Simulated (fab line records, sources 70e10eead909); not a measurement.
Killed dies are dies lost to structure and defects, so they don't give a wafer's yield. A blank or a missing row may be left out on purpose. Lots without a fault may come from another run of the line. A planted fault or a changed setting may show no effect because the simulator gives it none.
fab line records | flow nand_harc
record lots=12 wafers=36 last_day=22
route steps=1159 shown P_BONDPAD@374 A_ZERO_WELL@404 A_ONON_D1@424 END@1159
lots that met no fault: from a run of the same line without faults
start_h: hours from the record's first day to the start of the lot's first wafer shown | wait_h: hours since the lot's step before | " the same as in the row above | L1.1+2: a row that stands for several wafers | - no value, or no start given | * or withheld: withheld | < > ~ a bound
route shown NAME@n: a module of which the file shows steps, and the number in the route of the first | usual: mean/standard deviation of fault-free wafers | same: alike in all rows | chamber/n: place in a boat | sites: the reading at each site | _std_site: their standard deviation | _edge_site: outer sites' mean less inner sites' | radius_mm: how far each site lies from the wafer's centre | mask NAME#n: copy n | behind: the tool/chamber that last shaped the wafer | hold: why the lot was held/for how many hours/how that ended | device: the transistor (n, p or np) that didn't switch | end of line: the same wafers' tests at the end of the route | a step without rows: its recipe alone | killed: dies lost to structure and defects at the first sort, not the wafer's yield | map: a wafer's dies, x killed, . not, _ none there
set.NAME: the setting as run; set.NAME@STEP: as run at that earlier step | model.NAME: the simulator's own value behind a step, which no gauge read
steps of the route over a sample of lots; a table a step, a row a wafer
services: from which hour (start_h, from the record's first day; less than 0 if before it) a tool's chamber was out of use, for how many hours, and why
## steps
# step NHARC_P_BONDPAD_DEGAS_25
# recipe temp_c=300 time_s=60
# usual heater_power_w=456/43
# columns lot.wafer tool chamber start_h wait_h heater_power_w
L548.4 pvd_sputter-02 - 140.17 - 433
L548.1 " - " " 493
L548.3 " - " " 437
L550.1 pvd_sputter-02 - 143.55 - 535
L550.2 " - " " 453
L550.5 " - " " 524
L552.4 pvd_sputter-02 - 157.71 - 511
L552.1 " - " " 451
L552.5 " - " " 526
L553.1 pvd_sputter-03 - 158.55 - 378
L553.3 " - " " 418
L553.5 " - " " 382
L555.1 pvd_sputter-02 - 165.47 - 429
L555.2 " - " " 519
L555.4 " - " " 461
L556.2 pvd_sputter-01 - 186.98 - 422
L556.5 " - " " 469
L556.6 " - " " 534
L559.2 pvd_sputter-03 - 188.93 - 418
L559.3 " - " " 448
L559.6 " - " " 421
L558.3 pvd_sputter-03 - 190.42 - 462
L558.1 " - " " 416
L558.6 " - " " 434
L560.3 pvd_sputter-03 - 207.26 - 466
L560.4 " - " " 392
L560.2 " - " " 415
L562.3 pvd_sputter-01 - 215.77 - 384
L562.6 " - " " 388
L562.5 " - " " 472
L570.4 pvd_sputter-03 - 261.03 - 393
L570.6 " - " " 446
L570.5 " - " " 392
L571.2 pvd_sputter-01 - 278.33 - 540
L571.6 " - " " 539
L571.5 " - " " 425
# step NHARC_A_ZERO_WELL_ETCH_19
# recipe target_depth_a=800 overetch_a=240 time_s=87.88 ion_energy_ev=200 n2_flow_sccm=150 h2_flow_sccm=150 ar_flow_sccm=0 rf_w=400 bias_w=150 chemistry=N2/H2
# usual bias_w=150.0/0.48 drypump_motor_current_A=5.9/0.47 oes_product_au=1.000/0.011 rf_fwd_power_W=397.1/1.6 rf_vpp_V=430.8/2 showerhead_plenum_p_Torr=2.05/0.066 throttle_valve_pct=14.171/0.0083
# columns lot.wafer tool chamber start_h wait_h bias_w drypump_motor_current_A oes_product_au rf_fwd_power_W rf_hours_counter_h rf_vpp_V showerhead_plenum_p_Torr throttle_valve_pct
L548.1 rie_diel-02 1 143.35 0.1 149.7 5.9 0.986 397.7 16 428.9 1.97 14.162
L548.3 " 2 " " 150.4 5.6 0.993 397.4 16 431.5 2.13 14.183
L548.4 " 3 " " 150.1 6.6 0.988 398.8 15 428.4 1.97 14.166
L550.2 rie_diel-13 3 146.75 0.1 149.8 4.8 1.006 396.6 3 433.4 2.14 14.176
L550.1 " 0 " " 150.0 5.3 1.024 396.8 3 432.1 2.08 14.162
L550.5 " 0 " " 149.4 5.3 1.020 396.6 - 431.6 2.08 14.178
L552.1 rie_diel-13 1 160.76 0.1 150.0 5.4 1.000 394.5 4 433.0 2.11 14.166
L552.5 " 1 " " 150.5 5.4 0.991 394.2 - 432.8 2.11 14.177
L552.4 " 3 " " 150.2 4.8 1.002 395.9 - 433.5 2.14 14.160
L553.3 rie_diel-02 1 161.71 0.1 149.8 5.9 0.983 398.2 0 427.8 1.97 14.172
L553.1 " 0 " " 150.5 5.8 0.981 397.0 0 428.1 1.95 14.172
L553.5 " 1 " " 149.4 5.9 0.990 397.8 - 429.2 1.97 14.165
L555.4 rie_diel-02 1 168.63 0.1 149.7 5.9 0.987 396.2 0 428.0 1.97 14.179
L555.2 " 3 " " 150.0 6.6 0.987 397.3 1 427.7 1.97 14.172
L555.1 " 0 " " 149.9 5.8 0.989 398.1 0 427.5 1.95 14.173
L556.2 rie_diel-11 0 190.22 0.1 150.3 6.0 1.000 395.3 13 430.3 2.11 14.153
L556.6 " 1 " " 149.8 6.1 0.991 398.4 - 430.8 2.06 14.174
L556.5 " 3 " " 149.7 5.9 1.008 397.7 - 432.1 2.10 14.165
L559.2 rie_diel-11 1 192.10 0.1 150.9 6.1 0.977 397.6 12 430.6 2.06 14.144
L559.3 " 2 " " 149.8 6.5 1.007 394.9 11 430.9 2.03 14.152
L559.6 " 2 " " 149.6 6.5 1.009 396.3 - 430.8 2.03 14.172
L558.1 rie_diel-02 3 193.60 0.1 151.1 6.6 0.995 399.3 3 428.0 1.97 14.163
L558.3 " 0 " " 149.9 5.8 0.982 399.4 3 426.7 1.94 14.169
L558.6 " 2 " " 149.8 5.6 1.009 398.1 - 431.2 2.12 14.167
L560.4 rie_diel-13 3 211.00 0.1 149.9 4.8 1.012 395.8 8 432.9 2.13 14.157
L560.3 " 1 " " 150.4 5.4 1.005 395.8 8 432.6 2.11 14.171
L560.2 " 2 " " 150.3 6.5 1.014 396.0 7 429.2 1.97 14.167
L562.3 rie_diel-11 1 218.81 0.1 149.9 6.1 0.999 395.2 1 431.3 2.06 14.172
L562.6 " 1 " " 150.5 6.1 0.995 396.2 - 430.1 2.06 14.180
L562.5 " 2 " " 149.5 6.6 1.002 394.6 - 430.0 2.03 14.172
L570.4 rie_diel-13 0 264.25 0.1 149.9 5.3 1.010 399.0 11 431.6 2.08 14.180
L570.6 " 2 " " 150.0 6.5 1.019 398.3 - 428.2 1.97 14.171
L570.5 " 3 " " 150.7 4.8 1.005 396.9 - 432.5 2.13 14.185
L571.2 rie_diel-02 3 281.53 0.1 151.4 6.6 0.980 398.7 12 428.1 1.97 14.170
L571.5 " 0 " " 148.4 5.8 0.989 397.1 - 430.3 1.94 14.178
L571.6 " 1 " " 150.2 5.8 0.986 394.6 - 428.0 1.97 14.169
# step NHARC_A_ZERO_WELL_ETCH_13
# recipe target_depth_a=1200 time_s=40.1 hbr_flow_sccm=150 cl2_flow_sccm=50 rf_w=400 icp_w=400 bias_w=100 chemistry=HBr/Cl2
# usual bias_w=99.9/0.3 drypump_motor_current_A=5.8/0.4 oes_product_au=0.998/0.0089 rf_fwd_power_W=394.3/1.8 throttle_valve_pct=26.407/0.0096
# columns lot.wafer tool chamber start_h wait_h bias_w drypump_motor_current_A oes_product_au rf_fwd_power_W rf_hours_counter_h throttle_valve_pct
L548.1 rie_si-02 2 143.48 - 99.7 6.1 1.014 396.3 0.9 26.397
L548.4 " 3 " " 100.2 5.8 0.995 393.4 0.8 26.404
L548.3 " 0 " " 100.1 5.9 0.999 394.3 0.7 26.391
L550.1 rie_si-03 0 146.89 - 100.3 6.3 0.994 392.5 1.1 26.403
L550.2 " 2 " " 99.8 5.2 0.996 394.1 1.1 26.395
L550.5 " 0 " " 100.3 6.3 1.004 392.8 - 26.411
L552.1 rie_si-01 1 160.94 - 100.2 6.1 1.006 393.6 0.3 26.405
L552.5 " 0 " " 100.4 6.1 0.992 396.5 - 26.407
L552.4 " 1 " " 100.0 6.1 0.998 396.1 - 26.425
L553.3 rie_si-01 1 161.83 - 99.6 6.1 0.996 396.1 0.3 26.399
L553.1 " 0 " " 99.7 6.1 1.003 395.9 0.3 26.400
L553.5 " 0 " " 99.8 6.1 0.992 395.6 - 26.405
L555.4 rie_si-03 0 168.76 - 100.8 6.3 0.992 392.9 0.0 26.398
L555.2 " 1 " " 99.8 5.3 0.997 394.8 0.0 26.416
L555.1 " 2 " " 99.7 5.2 0.990 395.3 0.0 26.405
L556.2 rie_si-02 1 190.36 - 99.9 6.4 1.003 393.6 1.1 26.408
L556.5 " 0 " " 99.2 5.9 1.007 395.8 - 26.407
L556.6 " 1 " " 100.2 6.4 1.002 390.7 - 26.411
L559.3 rie_si-01 3 192.24 - 99.8 5.2 0.992 394.0 0.6 26.407
L559.2 " 0 " " 99.9 6.1 1.005 394.3 0.6 26.421
L559.6 " 1 " " 100.1 6.1 1.003 396.6 - 26.420
L558.3 rie_si-02 3 193.75 - 99.9 5.8 0.991 391.4 1.3 26.397
L558.1 " 1 " " 99.6 6.4 1.004 392.5 1.2 26.410
L558.6 " 2 " " 99.6 6.0 1.018 394.7 - 26.398
L560.4 rie_si-01 3 211.11 - 99.6 5.2 0.978 394.8 0.7 26.416
L560.3 " 0 " " 100.0 6.1 0.998 397.1 0.7 26.404
L560.2 " 1 " " 99.5 6.1 0.990 396.6 0.7 26.402
L562.3 rie_si-03 3 218.94 - 99.7 6.1 0.984 393.8 0.5 26.398
L562.5 " 2 " " 99.6 5.2 0.999 395.8 - 26.407
L562.6 " 3 " " 99.8 6.0 0.994 392.7 - 26.373
L570.4 rie_si-03 1 264.37 - 100.7 5.3 0.998 395.7 0.7 26.410
L570.6 " 0 " " 100.1 6.3 0.989 393.4 - 26.425
L570.5 " 1 " " 100.6 5.3 0.999 393.7 - 26.404
L571.2 rie_si-03 2 281.65 - 100.5 5.2 0.998 392.4 0.9 26.398
L571.5 " 2 " " 100.1 5.2 0.997 393.8 - 26.401
L571.6 " 3 " " 99.9 6.0 0.999 391.3 - 26.397
# step NHARC_A_ONON_D1_DEP_00
# recipe target_thk_a=10000 n2_flow_sccm=2750 n2o_flow_sccm=2000 nh3_flow_sccm=500 sih4_flow_sccm=210 temp_c=400
# usual n2_flow_sccm=2751/8.1 n2o_flow_sccm=2000/5.5 sih4_flow_sccm=210.0/0.66
# columns lot.wafer tool chamber start_h wait_h n2_flow_sccm n2o_flow_sccm sih4_flow_sccm
L550.1 pecvd_onon-02 0 169.18 0.1 2750 1996 209.7
L550.2 " 0 " " 2740 1999 208.9
L550.5 " 0 " " 2744 2006 210.4
L548.1 pecvd_onon-03 0 169.18 0.1 2747 2003 209.5
L548.3 " 0 " " 2737 2001 209.7
L548.4 " 0 " " 2750 1999 209.6
L552.1 pecvd_onon-03 0 183.22 0.2 2750 2002 209.9
L552.4 " 0 " " 2755 1992 210.4
L552.5 " 0 " " 2746 2004 210.7
L553.1 pecvd_onon-02 0 183.31 0.3 2774 1995 209.1
L553.3 " 0 " " 2758 1987 208.6
L553.5 " 0 " " 2755 1998 208.5
L555.1 pecvd_onon-04 0 190.56 0.1 2743 1997 210.2
L555.2 " 0 " " 2754 2006 209.7
L555.4 " 0 " " 2762 2006 209.6
L556.2 pecvd_onon-02 0 211.81 0.1 2754 2000 208.4
L556.5 " 0 " " 2749 2004 209.7
L556.6 " 0 " " 2761 1998 209.9
L559.2 pecvd_onon-04 0 211.81 0.1 2755 2000 209.3
L559.3 " 0 " " 2763 2008 209.8
L559.6 " 0 " " 2761 2000 209.8
L558.1 pecvd_onon-02 0 215.34 0.1 2737 2000 210.5
L558.3 " 0 " " 2744 2004 209.4
L558.6 " 0 " " 2741 2002 210.0
L560.2 pecvd_onon-04 0 236.48 0.1 2761 2001 210.8
L560.3 " 0 " " 2764 1996 210.3
L560.4 " 0 " " 2751 1993 211.3
L562.3 pecvd_onon-03 0 240.57 0.2 2765 2003 210.0
L562.5 " 0 " " 2767 1994 210.5
L562.6 " 0 " " 2763 1995 209.9
L570.4 pecvd_onon-03 - 288.35 0.2 - - -
L570.5 " - " " - - -
L570.6 " - " " - - -
L571.2 pecvd_onon-02 - 306.12 0.1 - - -
L571.5 " - " " - - -
L571.6 " - " " - - -
# step NHARC_END_SORT_01
# recipe temp_c=25
# usual defect_limited_yield=95.1/1.8 killed_at_array=29/11 killed_at_other=0.5/0.8 killed_at_periphery=3.5/2.8 killed_dies=33/12 killed_open=3.1/1.8 killed_short=1.8/1.4 sort_bin_2_pct=1.5/0.65 sort_bin_3_pct=0.24/0.21 sort_bin_4_pct=3.1/1.2 sort_n_pass=644/12 sort_rim_yield_pct=97.5/1.9 sort_yield_pct=95.1/1.8
# same gross_dies=677 sort_bin_5_pct[%]=0 sort_bin_6_pct[%]=0 sort_bin_7_pct[%]=0 sort_bin_8_pct[%]=0 sort_rim_n_gross=106.00
# columns lot.wafer tool chamber start_h wait_h defect_limited_yield[%] killed_at_array killed_at_other killed_at_periphery killed_dies killed_open killed_short sort_bin_2_pct[%] sort_bin_3_pct[%] sort_bin_4_pct[%] sort_n_pass sort_rim_yield_pct[%] sort_yield_pct[%]
L552.1 prober-02 0 476.61 2.5 94.1 38 1 1 40 2 2 1.3 0.30 4.3 637 97.2 94.1
L552.4 prober-02 0 479.02 3.4 93.4 42 0 3 45 1 4 1.8 0.59 4.3 632 100.0 93.4
L552.5 prober-02 0 479.83 3.7 93.1 41 0 6 47 6 1 1.9 0.15 4.9 630 98.1 93.1
L553.1 prober-02 0 484.46 2.5 97.9 13 0 1 14 1 1 0.3 0.30 1.5 663 99.1 97.9
L553.3 prober-02 0 486.06 3.1 97.9 11 0 3 14 2 1 0.7 0 1.3 663 99.1 97.9
L553.5 prober-02 0 487.66 3.7 97.6 12 0 4 16 4 1 0.6 0 1.8 661 99.1 97.6
L562.3 prober-01 0 523.38 3.1 96.8 18 1 3 22 2 3 1.3 0 1.9 655 99.1 96.8
L562.5 prober-01 0 524.99 3.7 95.9 15 2 11 28 2 2 1.8 0.30 2.1 649 97.2 95.9
L562.6 prober-01 0 525.79 4.0 95.9 24 1 3 28 4 1 2.1 0 2.1 649 97.2 95.9
# killed by level:class
L552.1 A_SLIT:chamber_film_flake=15 A_CHANNEL_HOLE_D1:chamber_film_flake=11 A_CONTACT:chamber_film_flake=8 A_CHANNEL_FILL_D1:geometric_particle:short=1 A_SGD_CUT:geometric_particle:open=1 A_CONTACT:geometric_particle:open=1 STARTING-WAFER:geometric_particle:short=1 P_STI:chamber_film_flake=1
L552.4 A_CHANNEL_HOLE_D1:chamber_film_flake=16 A_SLIT:chamber_film_flake=11 A_CONTACT:chamber_film_flake=8 P_ZERO_WELL:chamber_film_flake=2 A_SOURCE_PLATE:geometric_particle:short=1 A_CHANNEL_FILL_D1:geometric_particle:open=1 A_SGD_CUT:geometric_particle:short=1 A_SLIT:geometric_particle:short=1
L552.5 A_CHANNEL_HOLE_D1:chamber_film_flake=12 A_SLIT:chamber_film_flake=12 A_CONTACT:chamber_film_flake=11 P_STI:chamber_film_flake=2 P_CONTACT:geometric_particle:open=1 P_M0:geometric_particle:open=1 P_M1:geometric_particle:open=1 A_ONON_D1:geometric_particle:short=1
L553.1 A_CHANNEL_HOLE_D1:chamber_film_flake=4 A_CONTACT:chamber_film_flake=3 A_ZERO_WELL:chamber_film_flake=2 A_STAIRCASE:chamber_film_flake=2 A_CHANNEL_FILL_D1:geometric_particle:short=1 A_CONTACT:geometric_particle:open=1 P_ZERO_WELL:chamber_film_flake=1
L553.3 A_CHANNEL_HOLE_D1:chamber_film_flake=3 A_CONTACT:chamber_film_flake=3 A_STAIRCASE:chamber_film_flake=2 P_M0:geometric_particle:short=1 A_CHANNEL_FILL_D1:geometric_particle:open=1 A_M0:geometric_particle:open=1 P_ZERO_WELL:chamber_film_flake=1 P_GATE:chamber_film_flake=1
L553.5 A_CHANNEL_HOLE_D1:chamber_film_flake=4 A_M1:geometric_particle:open=3 P_GATE:chamber_film_flake=2 A_WL_FILL:chamber_film_flake=2 A_CONTACT:geometric_particle:open=1 A_M0:geometric_particle:short=1 P_STI:chamber_film_flake=1 P_CONTACT:chamber_film_flake=1
L562.3 A_CHANNEL_HOLE_D1:chamber_film_flake=7 A_STAIRCASE:chamber_film_flake=3 A_CONTACT:chamber_film_flake=3 P_STI:chamber_film_flake=2 A_SOURCE_PLATE:geometric_particle:open=1 A_ONON_D1:geometric_particle:short=1 A_WL_FILL:geometric_particle:short=1 A_CONTACT:geometric_particle:open=1
L562.5 P_STI:chamber_film_flake=4 P_BONDPAD:chamber_film_flake=4 A_CHANNEL_HOLE_D1:chamber_film_flake=4 A_STAIRCASE:chamber_film_flake=4 A_CONTACT:chamber_film_flake=3 P_ZERO_WELL:chamber_film_flake=2 P_M2:geometric_particle:open=1 A_SGD_CUT:geometric_particle:open=1
L562.6 A_CHANNEL_HOLE_D1:chamber_film_flake=9 A_CONTACT:chamber_film_flake=5 A_CHANNEL_FILL_D1:chamber_film_flake=3 P_M0:geometric_particle:open=2 A_WL_FILL:chamber_film_flake=2 A_ONON_D1:geometric_particle:short=1 A_ONON_D1:geometric_particle:open=1 A_BLC:geometric_particle:open=1
## services
# columns tool chamber start_h hours kind
rie_si-01 - 127.00 9.0 pm
pvd_sputter-03 - 130.64 9.9 repair
rie_si-01 2 150.58 13.4 repair
rie_diel-02 - 151.25 9.0 pm
pecvd_onon-03 - 153.00 13.0 pm
rie_si-03 2 153.23 2.6 repair
rie_diel-13 3 154.56 5.8 repair
rie_si-03 - 155.00 9.0 pm
pvd_sputter-01 - 158.00 10.0 pm
rie_diel-13 2 158.65 5.3 repair
pvd_sputter-03 - 169.42 2.5 repair
rie_diel-13 1 176.02 7.0 repair
rie_diel-11 2 177.87 12.9 repair
rie_diel-02 3 178.99 12.4 repair
pvd_sputter-02 - 181.17 4.7 repair
rie_diel-02 1 191.46 7.5 repair
pvd_sputter-02 - 214.00 10.0 pm
rie_si-01 2 266.22 59.8 repair
rie_diel-13 - 276.00 9.0 pm
pvd_sputter-03 - 280.09 10.0 pm
pecvd_onon-02 - 289.71 1.1 repair
pecvd_onon-02 - 292.21 13.0 pm
pvd_sputter-02 - 293.58 12.9 repair
rie_si-01 - 304.00 9.0 pm
## key
first_sign step=NHARC_A_ONON_D1_DEP_00 reading=tool_record direction=missing
effect none on later readings
met_at NHARC_A_ONON_D1_DEP_00
struck_lots L570,L571
scrapped_behind NHARC_A_ONON_D1_THK_MEAS_02 L570.4,L570.5,L570.6,L571.2,L571.5,L571.6
not_acting_at NHARC_P_BONDPAD_DEGAS_25,NHARC_A_ZERO_WELL_ETCH_19,NHARC_A_ZERO_WELL_ETCH_13
onset_between 240.57 288.35
fault kind=skipped_step_whole tool=pecvd_onon-02,pecvd_onon-03 chamber=- onset_h=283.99 steps=NHARC_A_ONON_D1_DEP_00 scope=struck_lots_only
